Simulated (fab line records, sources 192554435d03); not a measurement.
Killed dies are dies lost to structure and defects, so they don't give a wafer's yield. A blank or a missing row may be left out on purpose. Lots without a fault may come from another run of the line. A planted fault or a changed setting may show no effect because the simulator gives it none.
A struck lot beside a sound one | flow n5_finfet | 37 steps out of a route of 1938
Sound: wafers L968.2, L968.4, L968.6. Struck: wafers L975.3, L975.4, L975.5. The cause comes at the end.
At each step with rows: each side's tool, then ch and its chambers, then its first start. Under that, the readings that differ: sound wafers | struck wafers | difference of the means | sigmas: that difference in standard deviations of wafers without a fault.
alike: readings whose means differ by less than 2 such deviations, and words and numbers that are the same on both sides. not compared: withheld readings, readings that some wafer has no value for, bounds like >300 that may hide the same value, and numbers for which the record gives no deviation and whose values overlap.
The two part at a step that has a row with sigmas, a row that says differs or no value, or rows on one side only. Numbers that don't overlap but have no deviation are shown without sigmas and don't part them. A reading that every wafer of one side lacks parts them only if that side has two wafers or more.

first, 9 steps without rows for these wafers: N5_BEOL_M4_ANNEAL_95 (time 240 s); N5_BEOL_M4_SPUTTER_96 (material Cu, target thk 4.5 nm, time 8.29 s); N5_BEOL_M4_ECD_50 (material Cu, target thk 300 nm); N5_BEOL_M4_ANNEAL_51 (time 90 s); N5_BEOL_M4_CMP_52 (polishes, stops on SiOC, t overpolish 6.8 s, target thk 40 nm); N5_BEOL_M4_PRE_CLEAN_60 (time 15 s); N5_BEOL_M4_CO_CAP_55 (material Co, precursor CCTBA/H2, target thk 2 nm, time 102.1 s); N5_BEOL_M4_PRE_CLEAN_56 (time 15 s); N5_BEOL_M4_DEP_57 (deposits SiCN from 3MS/NH3, target thk 8 nm, time 14 s).
N5_BEOL_M4_RC_MEAS_101:
  sound on prober-01 ch 0, day 9 10:13; struck on prober-02 ch 0, day 11 09:11
  reading       | sound                | struck               | difference | sigmas
  ION_P (uA/um) | 455 454 452          | 474 465 472          | +17        | +2
  VT_P (mV)     | -254.0 -257.4 -253.4 | -246.3 -249.9 -248.4 | +6.7       | +2
  alike: DIBL_N, DIBL_P, IOFF_N, IOFF_P, ION_N, SS_N, SS_P, VT_N
then, 24 steps without rows for these wafers: N5_BEOL_M5_ILD_DEP_00 (deposits SiCOH lowk from DEMS/porogen, target thk 140.64 nm, time 25.9 s); N5_BEOL_M5_CURE_79 (cures SiCOH lowk, time 240 s); N5_BEOL_M5_PECVD_70 (deposits SiO2 from TEOS/O2, target thk 16 nm, time 18 s); N5_BEOL_M5_HM_DEP_02 (deposits TiN, target thk 20 nm); N5_BEOL_M5_COAT_59 (time 60 s, resist thk 60 nm); N5_BEOL_M5_COAT_60 (time 60 s, resist thk 12 nm); N5_BEOL_M5_COAT_71 (time 60 s, resist thk 5 nm); N5_BEOL_M5_COAT_05 (resist thk 30 nm); N5_BEOL_M5_EBR_07; N5_BEOL_M5_SOFTBAKE_06 (time 60 s); N5_BEOL_M5_EXPOSE_08 (exposes mask M5, target cd 28 nm); N5_BEOL_M5_PEB_09 (peb time 60 s); N5_BEOL_M5_DEVELOP_10 (develop time 30 s); N5_BEOL_M5_DESCUM_16 (chemistry O2, time 7 s); N5_BEOL_M5_ETCH_72 (etches underlayer in N2/H2, target depth 6.5 nm, time 5.2 s); N5_BEOL_M5_ETCH_61 (etches SiARC in CF4, target depth 15.6 nm, time 26 s); N5_BEOL_M5_ETCH_62 (etches SOC in N2/H2, target depth 75 nm, overetch 15 nm, time 112.5 s); N5_BEOL_M5_STRIP_63 (strips in N2/H2); N5_BEOL_M5_STRIP_73 (strips in N2/H2); N5_BEOL_M5_STRIP_64 (strips in CF4); N5_BEOL_M5_HM_OPEN_17 (chemistry Cl2/BCl3, target TiN, target depth 20 nm, overetch 6 nm); N5_BEOL_M5_STRIP_19 (strips in O2); N5_BEOL_M5_COAT_65 (time 60 s, resist thk 60 nm); N5_BEOL_M5_COAT_66 (time 60 s, resist thk 12 nm).
-- the record jumps here: 2 days lie between the struck wafers' starts before and after (it left off in module BEOL_M5 and takes up again in module BEOL_M10, whose first step shown is number 1528 of the route) --
N5_BEOL_M10_ECD_50: material Cu, target thk 318 nm.
  sound on ecd_cu-01 ch 0,1, day 11 20:56; struck on ecd_cu-01 ch 0,1, day 13 19:38
N5_BEOL_M10_CMP_52: polishes, stops on SiCOH lowk, t overpolish 7 s, target thk 140 nm.
  sound on cmp-03 ch 0,1,3, day 11 21:25; struck on cmp-02 ch 0,3, day 13 20:04
  reading                | sound    | struck | difference | sigmas
  time_to_endpoint_s (s) | 70 71 69 | 2 3 0  | -68        | -18
  alike: motor_current_A
-- the record jumps here: 2 days lie between the struck wafers' starts before and after (it left off in module BEOL_M10 and takes up again in module PASSIVATION, whose first step shown is number 1936 of the route) --
N5_PASSIVATION_PROBE_49:
  sound on prober-02, day 13 22:07; struck on prober-02, day 16 03:32
  reading                  | sound          | struck         | difference | sigmas
  defect_limited_yield (%) | 92.7 91.7 91.7 | 0 0 0          | -92        | -61
  killed_at_M4_up          | 8 12 8         | 1123 1115 1119 | +1110      | +99 or more
  killed_dies              | 86 98 98       | 1180 1180 1180 | +1086      | +64
  killed_on_rim            | 12 13 11       | 152 152 152    | +140       | +39
  killed_short             | 31 36 41       | 22 18 14       | -18        | -2
  sort_bin_5_function (%)  | 4.4 4.8 5.3    | 97.5 97.2 97.8 | +92.7      | +99 or more
  sort_n_pass              | 1094 1082 1082 | 0 0 0          | -1086      | -64
  sort_yield_pct (%)       | 92.7 91.7 91.7 | 0 0 0          | -92        | -61
  alike: killed_at_M0_to_M3, killed_at_contacts, killed_at_front_end, killed_at_other, killed_open, sort_bin_6_memory

WHERE THEY PART
First at N5_BEOL_M4_RC_MEAS_101; last, within this record, at N5_PASSIVATION_PROBE_49.

WHY: what the simulator had put in
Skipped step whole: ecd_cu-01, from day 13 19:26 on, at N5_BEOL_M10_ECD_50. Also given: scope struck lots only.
